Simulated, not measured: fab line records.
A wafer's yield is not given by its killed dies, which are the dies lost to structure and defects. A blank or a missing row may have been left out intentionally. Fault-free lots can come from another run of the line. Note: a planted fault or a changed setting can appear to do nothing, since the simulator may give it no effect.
Comparing a struck lot with a sound one    flow nand-harc    32 steps out of a route of 1159
Sound: wafers L945.2, L945.3, L945.6. Struck: wafer L948.6 (L948.1, L948.5, from the same lot, were not struck and are left out); the cause is given at the end.
At each step with rows: each side's tool, then ch and its chambers, then its first start. Under that, the readings that differ: sound wafers    struck wafers    difference of the means    sigmas: that difference in standard deviations of wafers without a fault.
alike: same words and numbers on both sides, and readings whose means sit less than 2 such deviations apart. not compared: any withheld reading, any reading some wafer has no value for, any bound like >300 that may hide the same value, and any number with overlapping values for which the record gives no deviation.
A row with sigmas, a row that says differs or no value, or rows on one side alone: a step with any of these is where the two part. Non-overlapping numbers with no deviation appear without sigmas and do not part them. Lack of a reading on every wafer of one side parts them only where that side has two or more wafers.

first, 1 step without rows for these wafers: NHARC_THIN_TSV_DEGAS_49 (time 120 s).
NHARC_THIN_TSV_PRE_CLEAN_50: time 30 s.
  sound on pvd-sputter-01; struck on pvd-sputter-01
  alike: heater-power-w
then, 1 step without rows for these wafers: NHARC_THIN_TSV_PVD_19 (deposits TaN, target thk 20 nm).
NHARC_THIN_TSV_PVD_51: deposits Cu, target thk 100 nm.
  sound on pvd-sputter-01; struck on pvd-sputter-01
  alike: throttle-valve-pct
then, 1 step without rows for these wafers: NHARC_THIN_TSV_ECD_20 (material Cu, target thk 2000 nm).
NHARC_THIN_TSV_ANNEAL_52: time 90 s.
  sound on rtp-anneal-02 ch 0, day 21 18:29; struck on rtp-anneal-01 ch 0, day 24 23:10
reading           sound              struck  difference  sigmas
wafer_temp_C_max  226.7 226.9 226.9  226.0   -0.8        -2
then, 3 steps without rows for these wafers: NHARC_THIN_TSV_CMP_21 (polishes, t overpolish 30 s, target thk 2000 nm); NHARC_THIN_TSV_SRD_23; NHARC_THIN_TSV_DEGAS_53 (time 60 s).
NHARC_THIN_TSV_PRE_CLEAN_54: time 30 s.
  sound on pvd-sputter-03, day 21 19:19; struck on pvd-sputter-03, day 25 00:09
  alike: heater-power-w
then, 1 step without rows for these wafers: NHARC_THIN_TSV_PVD_55 (deposits TiN, target thk 50 nm).
NHARC_THIN_TSV_PVD_24: deposits Al, target thk 800 nm.
  sound on pvd-sputter-03, day 21 19:36; struck on pvd-sputter-03, day 25 00:37
then, 8 steps without rows for these wafers: NHARC_THIN_TSV_DEHYDRATE_25 (time 120 s); NHARC_THIN_TSV_HMDS_26 (time 30 s); NHARC_THIN_TSV_COAT_27; NHARC_THIN_TSV_SOFTBAKE_28 (time 95 s); NHARC_THIN_TSV_EBR_29; NHARC_THIN_TSV_EXPOSE_30 (exposes mask PAD); NHARC_THIN_TSV_PEB_31 (peb time 85 s); NHARC_THIN_TSV_DEVELOP_32 (time 70 s).
NHARC_THIN_TSV_CD_MEAS_33 targets a cd of 5000 nm.
  sound on cd-sem-01 ch 0, day 21 20:16; struck on cd-sem-03 ch 0, day 25 01:22
  alike: cd-nm
then, 4 steps without rows for these wafers: NHARC_THIN_TSV_HARDBAKE_34 (time 80 s); NHARC_THIN_TSV_DESCUM_35 (chemistry O2, time 3 s); NHARC_THIN_TSV_ETCH_59 (etches the open film in Cl2/BCl3, target depth 880 nm, time 138.1 s); NHARC_THIN_TSV_ETCH_36 (etches the open film in Cl2/BCl3, target depth 65 nm, time 18.571 s).
NHARC_THIN_TSV_STRIP_56: strips in O2.
  sound on plasma-asher-02 ch 1, day 21 20:54; struck on plasma-asher-01 ch 1, day 25 02:00
  alike: drypump-motor-current-A, heater-power-w
  not compared: rf-hours-counter-h
then, 1 step without rows for these wafers: NHARC_THIN_TSV_STRIP_57 (strips in post etch residue remover, time 1200 s).
NHARC_THIN_TSV_CD_MEAS_37:
  sound on cd-sem-01, day 21 21:43; struck on cd-sem-02, day 25 02:49
reading     sound                 struck  difference  sigmas
cd-nm (nm)  5001.4 4999.2 5000.7  4995.4  -5.0        -2
then, 1 step without rows for these wafers: NHARC_THIN_TSV_ANNEAL_58 (time 1800 s).
NHARC_THIN_TSV_INSPECT_40:
  sound on defect-inspect-02, day 22 03:21; struck on defect-inspect-02, day 25 07:16
  alike: raw-defect-count
NHARC_END_WLT_00:
  the record holds rows for the sound wafers here (prober-02, day 22 03:55) but none for the struck ones
NHARC_END_SORT_01:
  sound on prober-02 ch 0, day 22 07:11; struck on prober-02 ch 0, day 25 14:22
reading                   sound            struck  difference  sigmas
defect-limited-yield (%)  94.5 95.4 95.3   0       -95         -59
killed-at-other           0 0 2            660     +659        +99 or more
killed-dies               37 31 32         677     +644        +59
sort_bin_3_pct (%)        0.44 0.44 0      97.34   +97.05      +99 or more
sort-n-pass               640 646 645      0       -644        -59
sort-rim-yield-pct (%)    97.2 94.3 100.0  0       -97         -42
sort-yield-pct (%)        94.5 95.4 95.3   0       -95         -59
  alike: killed-at-array, killed-at-periphery, killed-open, killed-short, sort_bin_2_pct, sort_bin_4_pct

WHERE THEY PART
Earliest at NHARC_THIN_TSV_ANNEAL_52; latest, in this record, at NHARC_END_SORT_01.

WHY: whatever the simulator had introduced
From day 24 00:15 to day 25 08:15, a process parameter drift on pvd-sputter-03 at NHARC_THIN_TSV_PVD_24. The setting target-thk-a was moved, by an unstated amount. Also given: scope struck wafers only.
